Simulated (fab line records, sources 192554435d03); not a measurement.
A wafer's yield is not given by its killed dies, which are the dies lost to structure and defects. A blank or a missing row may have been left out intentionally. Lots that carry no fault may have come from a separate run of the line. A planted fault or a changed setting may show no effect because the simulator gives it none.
Chamber matching | flow n5Finfet | rieDiel-01 running N5_BEOL_M0_CUTY_ETCH_62: 4 sister chambers
The step etches SiARC in CF4, time 58.5 s. 16 wafers are shown with their chamber, then 8 later ones without.

== EACH WAFER AND ITS CHAMBER ==
wafer  | chamber | throttleValvePct (%) | oesProductAu (a.u.) | showerheadPlenumPTorr (Torr)
L074.4 | 0       | 15.86                | 0.63                | 2.05
L074.5 | 1       | 15.77                | 0.61                | 2.14
L074.6 | 0       | 15.87                | 0.63                | 2.05
L075.2 | 0       | 15.89                | 0.63                | 2.05
L075.3 | 3       | 15.48                | 0.76                | 2.09
L075.4 | 1       | 15.79                | 0.61                | 2.14
L077.2 | 3       | 15.50                | 0.75                | 2.09
L077.4 | 0       | 15.90                | 0.63                | 2.05
L077.5 | 3       | 15.50                | 0.76                | 2.09
L082.1 | 3       | 15.54                | 0.72                | 2.08
L082.4 | 3       | 15.55                | 0.73                | 2.08
L082.6 | 1       | 15.81                | 0.59                | 2.13
L084.1 | 2       | 15.39                | 0.82                | 2.10
L084.2 | 3       | 15.55                | 0.72                | 2.08
L084.4 | 1       | 15.82                | 0.58                | 2.13
L086.1 | 0       | 15.93                | 0.61                | 2.04

SIGNATURES, as means of the wafers listed above
reading               | chamber 0 | chamber 1 | chamber 2 | chamber 3 | scatter within a chamber
throttleValvePct      | 15.8900   | 15.7975   | 15.3900   | 15.5200   | 0.0275
oesProductAu          | 0.6260    | 0.5975    | 0.8200    | 0.7400    | 0.0153
showerheadPlenumPTorr | 2.0480    | 2.1350    | 2.1000    | 2.0850    | 0.00524
Rule: for a wafer and a chamber, the distance is found by dividing, reading by reading, the gap between the wafer's reading and the chamber's mean by the reading's scatter, squaring, summing and taking the root. If the next closest chamber is less than 2 further off than the closest, the wafer can't be placed; otherwise it belongs to the closest. The scatter is the square root of a quotient: the sum, over the shown wafers, of each reading's squared deviation from its chamber's mean, divided by wafers minus chambers.

== WAFERS WITHOUT THEIR CHAMBER ==
wafer  | throttleValvePct (%) | oesProductAu (a.u.) | showerheadPlenumPTorr (Torr)
L086.3 | 15.40                | 0.80                | 2.10
L086.4 | 15.56                | 0.71                | 2.08
L091.1 | 15.88                | 0.59                | 2.12
L091.4 | 15.95                | 0.61                | 2.04
L091.5 | 15.38                | 0.78                | 2.10
L093.2 | 15.59                | 0.69                | 2.08
L093.4 | 15.98                | 0.60                | 2.04
L093.6 | 15.86                | 0.58                | 2.12

== WHICH CHAMBER EACH ONE RAN IN ==
wafer  | from the rows above | in truth
L086.3 | 2                   | 2
L086.4 | 3                   | 3
L091.1 | 1                   | 1
L091.4 | 0                   | 0
L091.5 | 2                   | 2
L093.2 | 3                   | 3
L093.4 | 0                   | 0
L093.6 | 1                   | 1
8 of 8 placed correctly. Number that these rows cannot place: 0. Wrongly placed: 0.
